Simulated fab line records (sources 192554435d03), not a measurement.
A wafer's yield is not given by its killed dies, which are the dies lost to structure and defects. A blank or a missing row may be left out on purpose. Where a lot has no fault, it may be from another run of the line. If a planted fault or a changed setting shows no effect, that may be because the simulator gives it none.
Problem report, 8D (eight disciplines) form, completed by code ; flow n5Finfet ; the parts of the form that need people (team, actions taken, sign-off) are left out

## 1. THE ISSUE
N5_PASSIVATION_PROBE_49, killed_at_M4_up: mean 98 over 1 wafer from 1 lot; wafers with no fault: 13, standard deviation 5.1. Relative to the usual mean, that is a shift of +17 standard deviations.
Earliest sighting: wafer L946.4 on prober-01 at day 15 21:34. The record holds 3 wafers of 1 lot with a number at this step. Rule for "out", or "out of limits": more than 4 standard deviations from the usual mean. The other wafers with a number count as sound.

## 2. WHAT THIS IS AND IS NOT
question;is;is not
which readings at this step;killed_at_M4_up, defectLimitedYield, killedDies, sortNPass;killed_at_M0_to_M3, killedAtContacts, killedAtFrontEnd, killedOpen, killedShort, sort_bin_4_leakage, sort_bin_6_memory, sort_bin_8_speed
which lots;L946;-
which wafers of those lots;L946.4;L946.3, L946.6
read on which tools;prober-01;-
when;from day 15 21:34;"up to then (1 sound wafer); but 1 sound wafer of L946 came after"

## 3. WHAT RULES OUT EACH SUSPECT
Counting: a tool at a process step up to the reading stays a suspect if it ran every lot that is out. Sound lots after the first of them don't rule it out here, since some wafers of a struck lot are sound.
- wetBench-02 at N5_BEOL_M8_PRECLEAN_42 (cleans in residue remover, time 60 s): kept. It ran the lot that is out, L946 (day 12 22:17).
- pvdSputter-03 at N5_MIM_TOP_SPUTTER_03 (material TiN, target thk 35 nm, time 89.7 s): kept. It ran the lot that is out, L946 (day 15 09:17).
- rieDiel-04 at N5_MIM_BOT_ETCH_ETCH_04 (etches SiNx in CF4/O2, target depth 26 nm, time 13 s): kept. It ran the lot that is out, L946 (day 15 10:50).
- prober-01 at N5_PASSIVATION_PROBE_49: kept. It ran the lot that is out, L946 (day 15 21:31). On those wafers its own readings are out: defectLimitedYield, killed_at_M4_up, killedDies, sortNPass.
Left after counting: wetBench-02 at N5_BEOL_M8_PRECLEAN_42, pvdSputter-03 at N5_MIM_TOP_SPUTTER_03, rieDiel-04 at N5_MIM_BOT_ETCH_ETCH_04, prober-01 at N5_PASSIVATION_PROBE_49.

## 4. THE CAUSE (what the simulator had put in)
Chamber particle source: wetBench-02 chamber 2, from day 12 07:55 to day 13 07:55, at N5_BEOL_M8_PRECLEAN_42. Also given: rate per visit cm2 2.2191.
After counting, 4 suspects remain, this tool included.

## 5. THE EFFECT CHAIN, in route order
Each row: a reading whose mean over the struck wafers that have a number lies more than 3 standard deviations from the usual. Readings are gone through only where the record gives a usual standard deviation; hours: the median, over the lots, of the time from a lot's start at the first step in this table giving one to that lot's start at this step; sigmas: the change measured in usual standard deviations.
hours;step;reading;usual;on struck wafers;change;sigmas
0;N5_PASSIVATION_PROBE_49;defectLimitedYield;91.1 %;85.1;-6.0;-4.3
0;N5_PASSIVATION_PROBE_49;killed_at_M4_up;13;98;+85;+17
0;N5_PASSIVATION_PROBE_49;killedDies;105;176;+71;+4.4
0;N5_PASSIVATION_PROBE_49;killedOnRim;13;26;+13;+3.2
0;N5_PASSIVATION_PROBE_49;sort_bin_5_function;5.2 %;8.0;+2.8;+3.2
0;N5_PASSIVATION_PROBE_49;sortNPass;1074;1004;-70;-4.1
0;N5_PASSIVATION_PROBE_49;sortYieldPct;91.0 %;85.1;-5.9;-3.9
Its process steps:
- N5_PASSIVATION_PROBE_49

## 6. HOW IT WOULD HAVE BEEN CAUGHT EARLIER
The fault began at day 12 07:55; the first out-of-limits reading in this record came at day 15 21:34, 86 hours later.
Each of the lots that are out, 1 in all, had begun N5_BEOL_M8_PRECLEAN_42 on wetBench-02 no later than day 15 21:34. None of them would have been spared by holding the tool at that moment.
